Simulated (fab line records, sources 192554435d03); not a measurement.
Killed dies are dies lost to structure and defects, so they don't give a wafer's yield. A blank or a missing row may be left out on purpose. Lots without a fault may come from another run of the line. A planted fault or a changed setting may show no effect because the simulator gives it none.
Which tool did it? | flow n5_finfet | 24 lots, 72 wafers sampled, at 4 steps of a route of 1938

WHAT THE GAUGES READ, wafer by wafer
N5_MOL_CONTACT_COAG_INSPECT_97: inspects for defects (darkfield).
lot  | measured     | on                | raw_defect_count
L074 | day 5 11:31  | defect_inspect-02 | 45 74 48
L075 | day 5 14:56  | defect_inspect-02 | 40 33 32
L076 | day 5 21:38  | defect_inspect-02 | 43 66 80
L077 | day 6 01:40  | defect_inspect-01 | 52 61 87
L078 | day 6 10:22  | defect_inspect-02 | 50 55 62
L079 | day 6 16:02  | defect_inspect-01 | 64 59 53
L080 | day 7 06:20  | defect_inspect-02 | 71 45 61
L081 | day 7 06:23  | defect_inspect-01 | 18 16 15
L082 | day 7 09:19  | defect_inspect-01 | 54 45 32
L083 | day 7 14:37  | defect_inspect-01 | 96 45 23
L084 | day 8 00:37  | defect_inspect-02 | 49 48 94
L085 | day 8 06:49  | defect_inspect-02 | 40 46 25
L086 | day 8 12:00  | defect_inspect-02 | 23 48 31
L087 | day 8 19:16  | defect_inspect-01 | 62 51 18
L088 | day 9 02:28  | defect_inspect-01 | 66 46 41
L089 | day 9 06:44  | defect_inspect-01 | 24 38 56
L090 | day 9 13:46  | defect_inspect-01 | 61 38 29
L091 | day 9 19:31  | defect_inspect-01 | 52 60 35
L092 | day 9 22:49  | defect_inspect-01 | 24 31 29
L093 | day 10 05:14 | defect_inspect-01 | 48 23 46
L094 | day 10 14:13 | defect_inspect-01 | 52 28 45
L095 | day 10 17:13 | defect_inspect-02 | 52 61 75
L096 | day 11 00:38 | defect_inspect-02 | 52 68 36
L097 | day 11 04:35 | defect_inspect-02 | 71 65 74

WHICH TOOL RAN EACH LOT (tool, then ch and the chambers of the sampled wafers, then the start)
lot  | N5_MOL_CONTACT_COAG_DESCUM_45      | N5_MOL_CONTACT_COAG_ETCH_48        | N5_MOL_CONTACT_COAG_CVD_140
L074 | rie_diel-03 ch 0,1, day 5 06:20    | rie_diel-03 ch 0,1, day 5 07:20    | cvd_w-01 ch 0,1, day 5 07:47
L075 | rie_diel-06 ch 0,1, day 5 09:58    | rie_diel-02 ch 2,3, day 5 10:31    | cvd_w-02 ch 0, day 5 11:02
L076 | rie_diel-02 ch 2,3, day 5 16:41    | rie_diel-02 ch 1,3, day 5 17:13    | cvd_w-02 ch 0, day 5 17:43
L077 | rie_diel-03 ch 0,1,2, day 5 20:40  | rie_diel-03 ch 1,2,3, day 5 21:16  | cvd_w-02 ch 0, day 5 21:46
L078 | rie_diel-06 ch 1,2, day 6 05:44    | rie_diel-06 ch 1,2,3, day 6 06:17  | cvd_w-02 ch 0,1, day 6 06:41
L079 | rie_diel-03 ch 0,1,2, day 6 11:23  | rie_diel-06 ch 0,2, day 6 11:55    | cvd_w-02 ch 0,1, day 6 12:25
L080 | rie_diel-06 ch 0,1,2, day 6 21:13  | rie_diel-06 ch 0,1,3, day 6 21:45  | cvd_w-01 ch 0,1, day 6 22:10
L081 | rie_diel-03 ch 0,2, day 6 21:16    | rie_diel-02 ch 0,1,3, day 6 21:49  | cvd_w-02 ch 0,1, day 6 22:19
L082 | rie_diel-06 ch 2,3, day 7 03:47    | rie_diel-06 ch 0,2, day 7 04:19    | cvd_w-02 ch 1, day 7 04:44
L083 | rie_diel-02 ch 1,2,3, day 7 09:58  | rie_diel-06 ch 1,2,3, day 7 10:30  | cvd_w-02 ch 0,1, day 7 10:55
L084 | rie_diel-06 ch 1,3, day 7 19:59    | rie_diel-06 ch 0,3, day 7 20:31    | cvd_w-01 ch 0,1, day 7 20:56
L085 | rie_diel-02 ch 0,1,3, day 8 01:51  | rie_diel-06 ch 1,2,3, day 8 02:23  | cvd_w-01 ch 1, day 8 02:59
L086 | rie_diel-02 ch 0,1,3, day 8 06:50  | rie_diel-02 ch 0,1,3, day 8 07:33  | cvd_w-01 ch 1, day 8 08:05
L087 | rie_diel-02 ch 0,2,3, day 8 14:23  | rie_diel-03 ch 1,2,3, day 8 15:11  | cvd_w-02 ch 0,1, day 8 15:37
L088 | rie_diel-02 ch 1,2, day 8 21:45    | rie_diel-02 ch 0,3, day 8 22:23    | cvd_w-02 ch 0,1, day 8 22:49
L089 | rie_diel-03 ch 1,2,3, day 9 01:55  | rie_diel-06 ch 0,3, day 9 02:38    | cvd_w-01 ch 0,1, day 9 03:03
L090 | rie_diel-02 ch 1,3, day 9 09:07    | rie_diel-02 ch 1,2, day 9 09:40    | cvd_w-01 ch 0,1, day 9 10:05
L091 | rie_diel-02 ch 0,1,2, day 9 14:36  | rie_diel-02 ch 0,3, day 9 15:25    | cvd_w-02 ch 1, day 9 15:49
L092 | rie_diel-06 ch 1,2, day 9 17:50    | rie_diel-02 ch 0,1,3, day 9 18:23  | cvd_w-01 ch 0, day 9 18:58
L093 | rie_diel-06 ch 1,2,3, day 10 00:28 | rie_diel-03 ch 0,1,2, day 10 01:09 | cvd_w-01 ch 0,1, day 10 01:34
L094 | rie_diel-02 ch 0,1,2, day 10 09:33 | rie_diel-06 ch 1,2, day 10 10:05   | cvd_w-01 ch 0,1, day 10 10:35
L095 | rie_diel-03 ch 1,2,3, day 10 10:17 | rie_diel-02 ch 0,1,2, day 10 10:52 | cvd_w-02 ch 0,1, day 10 11:26
L096 | rie_diel-02 ch 0,1,3, day 10 19:56 | rie_diel-03 ch 1,2, day 10 20:28   | cvd_w-02 ch 0,1, day 10 20:53
L097 | rie_diel-06 ch 0,1, day 10 23:43   | rie_diel-06 ch 0,1,3, day 11 00:20 | cvd_w-02 ch 0,1, day 11 00:58
- N5_MOL_CONTACT_COAG_DESCUM_45: chemistry O2, time 7 s.
- N5_MOL_CONTACT_COAG_ETCH_48: etches SiOC in C4F6/O2, target depth 15 nm, overetch 4.5 nm, time 17 s.
- N5_MOL_CONTACT_COAG_CVD_140: deposits W, target thk 66.5 nm, time 215 s.

WHAT THE TOOLS THEMSELVES READ (means of the sampled wafers that have a number; where no wafer has one, the mark that the record gives instead)
N5_MOL_CONTACT_COAG_DESCUM_45.
lot  | tool        | drypump_motor_current_A (A) | oes_product_au (a.u.) | rf_vpp_V (V) | showerhead_plenum_p_Torr (Torr) | throttle_valve_pct (%)
L074 | rie_diel-03 | 5.9                         | 0.72                  | 241.8        | 2.04                            | 20.72
L075 | rie_diel-06 | 5.5                         | 0.70                  | 243.5        | 2.14                            | 20.60
L076 | rie_diel-02 | 5.5                         | 0.91                  | 242.0        | 2.09                            | 20.49
L077 | rie_diel-03 | 5.7                         | 0.74                  | 244.1        | 2.07                            | 20.53
L078 | rie_diel-06 | 5.3                         | 0.78                  | 245.0        | 2.18                            | 20.46
L079 | rie_diel-03 | 5.7                         | 0.74                  | 243.1        | 2.07                            | 20.54
L080 | rie_diel-06 | 5.5                         | 0.78                  | 244.5        | 2.15                            | 20.33
L081 | rie_diel-03 | 5.4                         | 0.75                  | 242.5        | 2.04                            | 20.36
L082 | rie_diel-06 | 5.2                         | 0.94                  | 243.8        | 2.15                            | 20.10
L083 | rie_diel-02 | 5.7                         | 0.83                  | 243.3        | 2.09                            | 20.46
L084 | rie_diel-06 | 5.2                         | 0.78                  | 243.8        | 2.13                            | 20.68
L085 | rie_diel-02 | 5.5                         | 0.85                  | 242.6        | 2.09                            | 20.37
L086 | rie_diel-02 | 5.5                         | 0.85                  | 243.7        | 2.09                            | 20.38
L087 | rie_diel-02 | 5.4                         | 0.89                  | 243.0        | 2.08                            | 20.43
L088 | rie_diel-02 | 6.0                         | 0.80                  | 243.3        | 2.07                            | 20.48
L089 | rie_diel-03 | 6.0                         | 0.77                  | 243.2        | 2.12                            | 20.56
L090 | rie_diel-02 | 5.5                         | 0.79                  | 243.5        | 2.11                            | 20.45
L091 | rie_diel-02 | 5.7                         | 0.83                  | 243.0        | 2.06                            | 20.45
L092 | rie_diel-06 | 5.4                         | 0.82                  | 244.7        | 2.19                            | 20.21
L093 | rie_diel-06 | 5.2                         | 0.82                  | 243.1        | 2.14                            | 20.41
L094 | rie_diel-02 | 5.7                         | 0.83                  | 242.4        | 2.06                            | 20.46
L095 | rie_diel-03 | 6.0                         | 0.76                  | 243.7        | 2.12                            | 20.57
L096 | rie_diel-02 | 5.5                         | 0.80                  | 243.6        | 2.08                            | 20.42
L097 | rie_diel-06 | 5.5                         | 0.68                  | 244.0        | 2.13                            | 20.66

N5_MOL_CONTACT_COAG_ETCH_48.
lot  | tool        | C4F6_flow_sccm (sccm) | drypump_motor_current_A (A) | oes_ar_750_au (a.u.) | oes_product_au (a.u.) | rf_vpp_V (V) | showerhead_plenum_p_Torr (Torr) | throttle_valve_pct (%)
L074 | rie_diel-03 | 10.00                 | 5.7                         | 0.72                 | 0.59                  | 1607         | 2.74                            | 40.8
L075 | rie_diel-02 | 9.99                  | 5.3                         | 0.89                 | 0.80                  | 1599         | 2.87                            | 41.0
L076 | rie_diel-02 | 10.00                 | 5.4                         | 0.84                 | 0.67                  | 1592         | 2.88                            | 40.8
L077 | rie_diel-03 | 9.98                  | 6.0                         | 0.79                 | 0.64                  | 1600         | 2.90                            | 40.9
L078 | rie_diel-06 | 10.03                 | 5.2                         | 0.88                 | 0.74                  | 1581         | 2.91                            | 40.7
L079 | rie_diel-06 | 10.03                 | 5.5                         | 0.88                 | 0.69                  | 1606         | 2.95                            | 40.5
L080 | rie_diel-06 | 9.99                  | 5.4                         | 0.79                 | 0.68                  | 1576         | 2.85                            | 40.7
L081 | rie_diel-02 | 10.03                 | 5.5                         | 0.88                 | 0.73                  | 1592         | 2.85                            | 40.8
L082 | rie_diel-06 | 10.02                 | 5.7                         | 0.80                 | 0.63                  | 1601         | 2.89                            | 40.4
L083 | rie_diel-06 | 10.01                 | 5.2                         | 0.86                 | 0.69                  | 1582         | 2.91                            | 40.7
L084 | rie_diel-06 | 10.03                 | 5.5                         | 0.78                 | 0.60                  | 1583         | 2.80                            | 40.4
L085 | rie_diel-06 | 10.01                 | 5.2                         | 0.85                 | 0.75                  | 1582         | 2.91                            | 40.7
L086 | rie_diel-02 | 9.98                  | 5.5                         | 0.86                 | 0.68                  | 1592         | 2.84                            | 40.8
L087 | rie_diel-03 | 9.99                  | 6.0                         | 0.77                 | 0.63                  | 1599         | 2.88                            | 40.9
L088 | rie_diel-02 | 9.97                  | 5.2                         | 0.89                 | 0.68                  | 1607         | 2.83                            | 40.9
L089 | rie_diel-06 | 10.02                 | 5.2                         | 0.83                 | 0.69                  | 1568         | 2.78                            | 40.4
L090 | rie_diel-02 | 9.99                  | 6.0                         | 0.79                 | 0.63                  | 1569         | 2.81                            | 40.7
L091 | rie_diel-02 | 10.01                 | 5.1                         | 0.85                 | 0.66                  | 1606         | 2.85                            | 41.0
L092 | rie_diel-02 | 10.01                 | 5.5                         | 0.83                 | 0.66                  | 1591         | 2.84                            | 40.8
L093 | rie_diel-03 | 10.00                 | 5.7                         | 0.71                 | 0.57                  | 1620         | 2.82                            | 40.9
L094 | rie_diel-06 | 9.98                  | 5.4                         | 0.84                 | 0.67                  | 1600         | 2.99                            | 40.8
L095 | rie_diel-02 | 10.00                 | 5.7                         | 0.83                 | 0.65                  | 1583         | 2.80                            | 40.8
L096 | rie_diel-03 | 10.05                 | 6.0                         | 0.71                 | 0.56                  | 1616         | 2.86                            | 41.2
L097 | rie_diel-06 | 10.00                 | 5.4                         | 0.75                 | 0.58                  | 1576         | 2.83                            | 40.7

N5_MOL_CONTACT_COAG_CVD_140.
lot  | tool     | heater_power_w (W)
L074 | cvd_w-01 | 500
L075 | cvd_w-02 | 444
L076 | cvd_w-02 | 456
L077 | cvd_w-02 | 455
L078 | cvd_w-02 | 462
L079 | cvd_w-02 | 466
L080 | cvd_w-01 | 541
L081 | cvd_w-02 | 460
L082 | cvd_w-02 | 477
L083 | cvd_w-02 | 464
L084 | cvd_w-01 | 495
L085 | cvd_w-01 | 588
L086 | cvd_w-01 | 595
L087 | cvd_w-02 | 455
L088 | cvd_w-02 | 462
L089 | cvd_w-01 | 550
L090 | cvd_w-01 | 553
L091 | cvd_w-02 | 471
L092 | cvd_w-01 | 445
L093 | cvd_w-01 | 548
L094 | cvd_w-01 | 494
L095 | cvd_w-02 | 470
L096 | cvd_w-02 | 463
L097 | cvd_w-02 | 464

THE ANSWER, worked out from the rows above alone
Rule: what is usual is taken from the lots themselves. Put in order of their means at a reading, lots are off if they are a third of the lots or fewer, leave a main group of 4 or more, and stand apart from it by a gap of 3 or more times the standard deviation of the main group's means; of several such gaps the widest counts. A main group whose means are all the same, to the digits that the tables above print for the reading, isn't used. A lot without any number at a reading at which 4 lots or more have one is off too. The other lots that the step has rows for count as sound. The gauges are gone through in route order, then the tools' own readings, and for those a lot's mean is taken as printed above. The first step at which some lot is off is used, and at that step the reading that is off furthest; a lot without a number counts as furthest.
No lot is off at any reading shown: from this, nothing can be told.

WHAT THE SIMULATOR HAD PUT IN
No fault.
